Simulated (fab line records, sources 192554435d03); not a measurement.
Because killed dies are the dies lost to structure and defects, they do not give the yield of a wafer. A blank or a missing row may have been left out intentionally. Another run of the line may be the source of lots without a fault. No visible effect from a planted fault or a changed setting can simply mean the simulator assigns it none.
fab line records	flow n5Finfet
record lots=10	wafers=30	lastDay=17
route steps=1938 shown BEOL_M0_SAQP@666 BEOL_M0_CUTY@708 BEOL_M4@1111 PASSIVATION@1936
lots that met no fault: taken from a fault-free run of the same line
startH: the number of hours between the record's first day and the start of the first shown wafer of the lot	waitH: how many hours have passed since the lot's step before this one	" repeats the value in the row above	L1.1+2: one row covering several wafers at once	- value missing, or start not given	* or withheld: withheld	< > ~ a bound
route shown NAME@n: NAME is a module with steps in the file, n the number in the route of the first one	usual: mean/standard deviation taken from wafers without a fault	same: alike in all rows	chamber/n: place in a boat	sites: the reading at each site	_std_site: standard deviation of those values	_edge_site: mean of outer sites minus mean of inner sites	radiusMm: how far each site lies from the wafer's centre	mask NAME#n: copy n	behind: tool/chamber where the wafer was last shaped	hold: the reason the lot was held/the length of the hold in hours/how it ended	device: whichever transistor did not switch (one of n, p or np)	end of line: tests of these same wafers at the route's end	a step given without rows: its recipe and nothing more	killed: count of dies lost to structure and defects at first sort (not the wafer's yield)	map: a wafer's dies, x killed, . not, _ none there
set.NAME: the setting the step ran with; set.NAME@STEP: the setting that earlier step ran with	model.NAME: the simulator's own value behind a step, which no gauge read
steps of the route over a sample of lots; a table a step, a row a wafer
services: from which hour (startH, from the record's first day; less than 0 if before it) a tool's chamber was out of use, for how many hours, and why
## steps
# step N5_BEOL_M0_SAQP_CD_MEAS_25
# recipe targetCdNm=13.1	landingEnergyEv=1000	detector=seInlens
# usual cdNm=12.82/0.21
lot.wafer	tool	chamber	startH	waitH	cdNm
L106.3	cdSem-01	0	113.92	0.1	12.95
L106.5	"	0	"	"	12.87
L106.6	"	0	"	"	13.34
L108.2	cdSem-03	0	124.69	0.1	12.97
L108.5	"	0	"	"	12.97
L108.6	"	0	"	"	12.86
L109.1	cdSem-01	0	135.10	0.1	12.86
L109.3	"	0	"	"	12.88
L109.6	"	0	"	"	12.84
L110.3	cdSem-01	0	139.09	0.1	12.88
L110.5	"	0	"	"	12.82
L110.6	"	0	"	"	12.73
L111.1	cdSem-02	0	140.68	0.1	12.48
L111.4	"	0	"	"	12.95
L111.5	"	0	"	"	12.99
L121.1	cdSem-01	0	198.25	0.1	12.62
L121.4	"	0	"	"	12.93
L121.6	"	0	"	"	12.69
L120.1	cdSem-01	0	211.57	0.1	12.92
L120.4	"	0	"	"	12.79
L120.6	"	0	"	"	12.67
L124.1	cdSem-03	0	224.55	0.1	12.79
L124.5	"	0	"	"	12.69
L124.6	"	0	"	"	13.21
L127.2	cdSem-01	0	238.82	0.1	12.82
L127.3	"	0	"	"	12.96
L127.4	"	0	"	"	13.00
L128.2	cdSem-02	0	246.50	0.1	12.33
L128.3	"	0	"	"	12.55
L128.6	"	0	"	"	12.75
# step N5_BEOL_M0_SAQP_ETCH_106
# recipe chemistry=N2/H2	target=SOC	targetDepthA=1500	stopOn=SiNx	ionEnergyEv=100	biasW=61	pressureMtorr=30	sourceW=850	n2FlowSccm=200	h2FlowSccm=200
# usual drypumpMotorCurrentA=5.8/0.54	oesProductAu=0.78/0.066	rfVppV=240.7/1.6	showerheadPlenumPTorr=2.56/0.11	throttleValvePct=17.73/0.27
lot.wafer	tool	chamber	startH	waitH	drypumpMotorCurrentA	oesProductAu	rfHoursCounterH	rfVppV	showerheadPlenumPTorr	throttleValvePct
L106.3	rieDiel-03	3	114.81	-	5.4	0.72	211	241.6	2.62	17.86
L106.5	"	3	"	"	5.4	0.72	-	240.7	2.62	17.87
L106.6	"	2	"	"	5.1	0.77	-	239.3	2.43	17.51
L108.2	rieDiel-01	0	125.60	-	4.9	0.89	41	240.5	2.60	17.99
L108.5	"	3	"	"	5.4	0.70	-	240.2	2.44	17.87
L108.6	"	0	"	"	4.9	0.88	-	242.2	2.60	17.97
L109.1	rieDiel-05	3	135.81	-	5.7	0.72	198	241.2	2.61	17.39
L109.3	"	0	"	"	5.6	0.77	106	237.5	2.35	17.72
L109.6	"	3	"	"	5.8	0.72	-	242.5	2.61	17.37
L110.3	rieDiel-05	3	140.03	-	5.8	0.72	200	242.2	2.61	17.41
L110.5	"	0	"	"	5.6	0.77	-	237.8	2.35	17.73
L110.6	"	1	"	"	6.1	0.84	-	242.0	2.70	17.58
L111.1	rieDiel-03	3	141.39	-	5.4	0.70	220	242.0	2.62	17.90
L111.4	"	0	"	"	5.9	0.73	152	241.0	2.55	18.03
L111.5	"	1	"	"	6.1	0.90	-	240.2	2.51	17.80
L121.1	rieDiel-01	1	198.96	-	5.8	0.85	46	242.2	2.58	17.72
L121.4	"	3	"	"	5.3	0.69	213	238.2	2.43	17.92
L121.6	"	1	"	"	5.8	0.85	-	242.6	2.58	17.73
L120.1	rieDiel-05	0	212.27	-	5.6	0.75	128	239.2	2.35	17.77
L120.4	"	1	"	"	6.1	0.82	68	243.7	2.70	17.60
L120.6	"	0	"	"	5.6	0.74	-	238.1	2.35	17.76
L124.1	rieDiel-05	2	225.35	-	6.8	0.79	115	241.4	2.67	17.46
L124.5	"	1	"	"	6.1	0.82	-	242.7	2.69	17.61
L124.6	"	0	"	"	5.6	0.75	-	239.3	2.34	17.78
L127.2	rieDiel-01	1	239.52	-	5.8	0.83	61	241.2	2.57	17.75
L127.3	"	0	"	"	4.9	0.83	80	239.6	2.59	18.04
L127.4	"	1	"	"	5.8	0.83	-	240.2	2.57	17.75
L128.2	rieDiel-05	3	247.60	-	5.8	0.69	231	241.6	2.60	17.44
L128.3	"	2	"	"	6.8	0.79	122	242.7	2.66	17.47
L128.6	"	2	"	"	6.8	0.78	-	241.4	2.66	17.48
# step N5_BEOL_M0_SAQP_ALD_48
# recipe material=SiO2	targetThkA=200	tempC=100	aldPrecursorFamily=BDEAS	aldCoReactant=O2-plasma	pulseTimeS=1	coReactantPulseTimeS=1	purgeTimeS=2	coReactantPurgeTimeS=2	aldCycles=139	pressureTorr=2
# usual aldCycles=139/0	heaterPowerW=79/8.6	precursorPulseHeightRel=1.001/0.02
lot.wafer	tool	chamber	startH	waitH	aldCycles	heaterPowerW	precursorPulseHeightRel
L106.3	aldSin-01	0	117.15	0.3	139	79	1.048
L106.5	"	3	"	"	139	68	1.004
L106.6	"	2	"	"	139	62	1.011
L108.2	aldSin-02	0	127.52	0.0	139	75	0.985
L108.5	"	0	"	"	139	74	1.009
L108.6	"	3	"	"	139	85	1.003
L109.1	aldSin-01	3	137.58	0.0	139	67	0.976
L109.3	"	1	"	"	139	76	1.009
L109.6	"	0	"	"	139	81	0.983
L110.3	aldSin-02	3	142.63	0.6	139	84	1.048
L110.5	"	1	"	"	139	77	1.017
L110.6	"	2	"	"	139	79	0.970
L111.1	aldSin-01	3	144.70	0.0	139	68	0.981
L111.4	"	2	"	"	139	62	0.983
L111.5	"	3	"	"	139	65	0.977
L121.1	aldSin-01	1	200.88	0.1	139	74	1.011
L121.4	"	0	"	"	218	82	1.010
L121.6	"	2	"	"	139	61	0.990
L120.1	aldSin-02	3	215.27	0.0	139	85	0.996
L120.4	"	1	"	"	139	79	0.977
L120.6	"	3	"	"	139	86	0.993
L124.1	aldSin-01	2	227.93	0.7	139	62	1.043
L124.5	"	1	"	"	218	77	0.992
L124.6	"	2	"	"	139	64	1.039
L127.2	aldSin-03	3	243.14	0.0	139	86	1.019
L127.3	"	0	"	"	139	94	0.956
L127.4	"	2	"	"	139	82	1.010
L128.2	aldSin-02	3	251.72	0.9	139	85	0.959
L128.3	"	2	"	"	139	79	0.993
L128.6	"	0	"	"	139	75	1.000
# step N5_BEOL_M0_CUTY_CD_MEAS_57
# recipe targetCdNm=200	landingEnergyEv=500	detector=seInlens	polarity=line
# usual cdNm=200.2/0.97
lot.wafer	tool	chamber	startH	waitH	cdNm
L106.3	cdSem-02	0	118.18	-	200.4
L106.5	"	0	"	"	201.1
L106.6	"	0	"	"	201.2
L108.2	cdSem-02	0	128.42	-	198.5
L108.5	"	0	"	"	200.2
L108.6	"	0	"	"	200.7
L109.1	cdSem-02	0	138.59	-	199.4
L109.3	"	0	"	"	199.2
L109.6	"	0	"	"	199.6
L110.3	cdSem-02	0	143.53	-	199.6
L110.5	"	0	"	"	200.1
L110.6	"	0	"	"	199.0
L111.1	cdSem-02	0	145.72	-	200.5
L111.4	"	0	"	"	199.8
L111.5	"	0	"	"	199.7
L121.1	cdSem-02	0	201.79	-	200.4
L121.4	"	0	"	"	200.4
L121.6	"	0	"	"	201.8
L120.1	cdSem-03	0	216.17	-	201.0
L120.4	"	0	"	"	200.0
L120.6	"	0	"	"	200.3
L124.1	cdSem-01	0	228.95	-	200.1
L124.5	"	0	"	"	201.4
L124.6	"	0	"	"	202.0
L127.2	cdSem-01	0	244.16	-	200.6
L127.3	"	0	"	"	200.0
L127.4	"	0	"	"	200.9
L128.2	cdSem-01	0	252.78	-	201.0
L128.3	"	0	"	"	201.2
L128.6	"	0	"	"	201.7
# step N5_BEOL_M4_RC_MEAS_101
# usual DIBL_N=36.3/1.6	DIBL_P=36.2/2.1	IOFF_N=0.16/0.031	IOFF_P=0.21/0.034	ION_N=673/11	ION_P=461/7.4	SS_N=71.6/0.55	SS_P=73.3/0.66	VT_N=251/3.2	VT_P=-251/3.5
lot.wafer	tool	chamber	startH	waitH	DIBL_N[mV/V]	DIBL_P[mV/V]	IOFF_N[nA/um]	IOFF_P[nA/um]	ION_N[uA/um]	ION_P[uA/um]	SS_N[mV/dec]	SS_P[mV/dec]	VT_N[mV]	VT_P[mV]
L106.3	prober-02	0	159.98	0.3	36.3	36.0	0.14	0.21	683	471	71.0	73.8	254	-254
L106.5	"	0	"	"	36.8	36.5	0.14	0.21	665	462	71.5	73.4	253	-253
L106.6	"	0	"	"	38.4	37.9	0.17	0.25	676	464	71.2	74.0	250	-251
L108.2	prober-01	0	180.04	0.2	37.1	37.1	0.18	0.21	673	458	72.1	74.2	248	-250
L108.5	"	0	"	"	34.0	33.1	0.12	0.16	648	447	71.8	72.7	254	-255
L108.6	"	0	"	"	35.2	35.2	0.15	0.18	679	456	72.0	73.1	250	-254
L109.1	prober-02	0	185.05	0.0	36.0	35.8	0.14	0.22	661	460	72.0	73.4	255	-250
L109.3	"	0	"	"	38.8	39.2	0.20	0.28	679	467	71.9	74.3	249	-244
L109.6	"	0	"	"	38.9	39.4	0.19	0.28	675	473	72.2	74.7	248	-244
L110.3	prober-01	0	188.45	0.3	34.0	34.1	0.12	0.20	665	465	70.5	73.1	253	-249
L110.5	"	0	"	"	35.5	35.7	0.15	0.21	666	461	70.8	73.2	251	-247
L110.6	"	0	"	"	32.7	32.4	0.11	0.18	669	468	70.6	72.9	256	-252
L111.1	prober-01	0	192.87	0.0	39.4	39.1	0.25	0.27	681	460	72.0	74.2	244	-247
L111.4	"	0	"	"	39.9	40.1	0.24	0.28	683	461	72.9	74.2	245	-247
L111.5	"	0	"	"	40.0	39.6	0.26	0.28	683	464	72.5	73.5	246	-248
L121.1	prober-02	0	245.44	0.0	37.3	38.7	0.19	0.27	687	475	71.9	73.0	245	-241
L121.4	"	0	"	"	33.8	33.8	0.12	0.20	680	476	70.7	72.2	252	-248
L121.6	"	0	"	"	35.9	36.8	0.17	0.24	680	469	71.6	73.1	247	-244
L120.1	prober-02	0	256.65	0.0	36.4	34.9	0.15	0.19	674	457	71.6	72.7	248	-251
L120.4	"	0	"	"	34.2	32.6	0.12	0.16	643	451	71.2	71.4	255	-251
L120.6	"	0	"	"	34.8	34.5	0.14	0.19	660	459	70.7	73.0	253	-252
L124.1	prober-01	0	268.94	0.0	36.5	37.0	0.16	0.20	669	462	72.3	73.6	251	-249
L124.5	"	0	"	"	36.2	36.8	0.15	0.20	665	460	71.2	73.7	251	-251
L124.6	"	0	"	"	35.5	34.7	0.13	0.17	661	452	71.5	73.0	256	-253
L127.2	prober-01	0	295.65	0.2	34.2	32.7	0.10	0.14	656	455	70.4	71.8	257	-254
L127.3	"	0	"	"	37.2	37.0	0.15	0.19	667	456	71.2	72.6	251	-253
L127.4	"	0	"	"	36.9	36.4	0.14	0.19	666	463	71.6	72.9	252	-255
L128.2	prober-01	0	298.01	0.2	37.9	38.5	0.19	0.23	687	466	71.7	74.6	248	-249
L128.3	"	0	"	"	39.1	41.1	0.23	0.28	697	472	73.3	74.0	245	-248
L128.6	"	0	"	"	39.1	41.7	0.25	0.29	708	478	72.5	74.3	243	-248
# step N5_PASSIVATION_PROBE_49
# usual defectLimitedYield=91.5/1.5	killed_at_M0_to_M3=32/9.4	killed_at_M4_up=12/5.1	killedAtContacts=11/7.4	killedAtFrontEnd=41/11	killedAtOther=3.4/2.5	killedDies=100/17	killedOpen=65/14	killedShort=33/7	sort_bin_4_leakage=0.00/0.01	sort_bin_5_function=4.9/0.96	sort_bin_6_memory=3.1/0.7	sort_bin_8_speed=0.00/0.01	sortNPass=1080/17	sortYieldPct=91.5/1.5
# same grossDies=1180	killedAtBackSide=0
lot.wafer	tool	chamber	startH	waitH	defectLimitedYield[%]	killed_at_M0_to_M3	killed_at_M4_up	killedAtContacts	killedAtFrontEnd	killedAtOther	killedDies	killedOpen	killedShort	sort_bin_4_leakage[%]	sort_bin_5_function[%]	sort_bin_6_memory[%]	sort_bin_8_speed[%]	sortNPass	sortYieldPct[%]
L120.1	prober-02	-	349.82	0.0	90.6	35	7	18	51	0	111	75	34	0	5.8	3.1	0	1069	90.6
L120.4	prober-02	-	349.97	0.2	90.9	43	8	9	41	6	107	59	48	0	5.1	3.4	0.08	1072	90.8
L120.6	prober-02	-	350.07	0.3	90.7	38	15	21	34	2	110	87	23	0	5.8	3.1	0	1070	90.7
# killed by level:class
L120.1 FIN_SAQP:geometricParticle:open=17 MOL_CONTACT_COAG:geometricParticle:open=14 BEOL_M1:geometricParticle:open=12 FIN_SAQP:geometricParticle:short=9 GATE_CUT:geometricParticle:short=6 BEOL_M3:geometricParticle:open=6 BEOL_M2:geometricParticle:open=5 DUMMY_GATE:geometricParticle:open=4
L120.4 FIN_SAQP:geometricParticle:short=17 BEOL_M0_SAQP:geometricParticle:open=12 FIN_SAQP:geometricParticle:open=11 BEOL_M0_SAQP:geometricParticle:short=8 BEOL_M3:geometricParticle:open=8 MOL_CONTACT_COAG:geometricParticle:open=6 BEOL_M1:geometricParticle:open=4 PASS1_CAP:geometricParticle:short=4
L120.6 MOL_CONTACT_COAG:geometricParticle:open=17 FIN_SAQP:geometricParticle:open=10 BEOL_M0_SAQP:geometricParticle:open=9 BEOL_M2:geometricParticle:open=8 FIN_SAQP:geometricParticle:short=7 BEOL_M3:geometricParticle:open=7 BEOL_M5:geometricParticle:open=6 BEOL_M1:geometricParticle:open=6
## services
tool	chamber	startH	hours	kind
aldSin-02	0	99.44	-	clean
aldSin-02	1	99.44	-	clean
aldSin-02	2	99.44	-	clean
aldSin-02	3	99.44	-	clean
aldSin-02	0	104.27	2.5	repair
rieDiel-01	-	105.87	0.6	repair
aldSin-01	2	137.36	3.6	repair
rieDiel-01	1	140.00	12.9	repair
aldSin-03	0	150.53	8.9	repair
rieDiel-05	-	159.79	0.5	repair
rieDiel-03	0	181.89	7.9	repair
aldSin-02	-	207.28	6.1	pm
rieDiel-01	3	211.88	14.8	repair
rieDiel-01	2	230.42	-	clean
rieDiel-01	2	230.42	-	consumableReplace:focusRing
rieDiel-01	2	230.42	13.2	scheduledDown
rieDiel-01	2	230.42	13.2	ventCycle
rieDiel-03	3	232.01	2.0	repair
aldSin-01	-	237.69	28.1	pm
rieDiel-03	3	245.09	-	clean
rieDiel-03	3	245.09	-	consumableReplace:focusRing
rieDiel-03	3	245.09	17.9	scheduledDown
rieDiel-03	3	245.09	17.9	ventCycle
## key
firstSign step=N5_BEOL_M0_SAQP_ALD_48	reading=aldCycles	direction=up	sigmas=99+	usual=*	struck=*
effect none on later readings
metAt N5_BEOL_M0_SAQP_ALD_48
struckLots L121,L124
struckWafers L121.4,L124.5
notActingAt N5_BEOL_M0_SAQP_CD_MEAS_25,N5_BEOL_M0_SAQP_ETCH_106,N5_BEOL_M0_CUTY_CD_MEAS_57
onsetBetween 144.70 200.88
fault kind=processParameterDrift	tool=aldSin-01	chamber=-	onsetH=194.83	steps=N5_BEOL_M0_SAQP_ALD_48	channel=aldCycles	offset=*	shape=step	endH=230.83	scope=struckWafersOnly	actsIn=*	stated=*
